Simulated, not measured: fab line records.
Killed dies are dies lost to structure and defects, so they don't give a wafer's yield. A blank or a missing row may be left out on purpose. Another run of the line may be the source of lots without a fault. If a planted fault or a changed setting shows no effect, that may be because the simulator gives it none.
Matching of chambers || flow nandHarc || NHARC_THIN_TSV_ETCHBACK_48 on rieDiel-10: 4 sister chambers
The step etches the open film in C4F8/Ar, target depth 1028.5 nm, time 405.17 s. 4 wafers are shown with their chamber, then 10 later ones without.

WAFERS PAIRED WITH THEIR CHAMBERS
{"wafer": "L186.1", "chamber": 0, "rfVppV (V)": 549}
{"wafer": "L185.5", "chamber": 1, "rfVppV (V)": 542}
{"wafer": "L188.1", "chamber": 2, "rfVppV (V)": 545}
{"wafer": "L188.4", "chamber": 3, "rfVppV (V)": 549}

WAFERS MISSING THEIR CHAMBER
{"wafer": "L188.5", "rfVppV (V)": 541}
{"wafer": "L189.1", "rfVppV (V)": 541}
{"wafer": "L189.3", "rfVppV (V)": 545}
{"wafer": "L189.4", "rfVppV (V)": 548}
{"wafer": "L191.1", "rfVppV (V)": 546}
{"wafer": "L191.5", "rfVppV (V)": 550}
{"wafer": "L191.6", "rfVppV (V)": 548}
{"wafer": "L190.1", "rfVppV (V)": 541}
{"wafer": "L190.2", "rfVppV (V)": 547}
{"wafer": "L190.3", "rfVppV (V)": 549}

THE CHAMBER EACH PASSED THROUGH
{"wafer": "L188.5", "from the rows above": 1, "in truth": 1}
{"wafer": "L189.1", "from the rows above": 1, "in truth": 1}
{"wafer": "L189.3", "from the rows above": 2, "in truth": 2}
{"wafer": "L189.4", "from the rows above": "can't be placed: 0 or 3 or 2", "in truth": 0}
{"wafer": "L191.1", "from the rows above": "can't be placed: 2 or 0 or 3", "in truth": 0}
{"wafer": "L191.5", "from the rows above": "can't be placed: 0 or 3", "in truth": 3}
{"wafer": "L191.6", "from the rows above": "can't be placed: 0 or 3 or 2", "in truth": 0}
{"wafer": "L190.1", "from the rows above": 1, "in truth": 1}
{"wafer": "L190.2", "from the rows above": "can't be placed: 0 or 2 or 3", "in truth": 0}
{"wafer": "L190.3", "from the rows above": "can't be placed: 0 or 3", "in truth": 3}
4 of 10 placed correctly. These rows do not allow placing 6 (true chamber among the candidates in 6). 0 placed wrongly.
How it was worked out, from the rows above alone: a wafer's distance from a chamber is the root of the sum, over the readings, of the square of ((its reading less the chamber's mean) divided by the reading's scatter). The wafer belongs to the nearest chamber; if the next one is less than 2 further off, it can't be placed. A chamber's mean is the mean of its shown wafers. The scatter: root of mean squared gap, hidden wafer to nearest shown wafer, with one shown wafer a chamber.
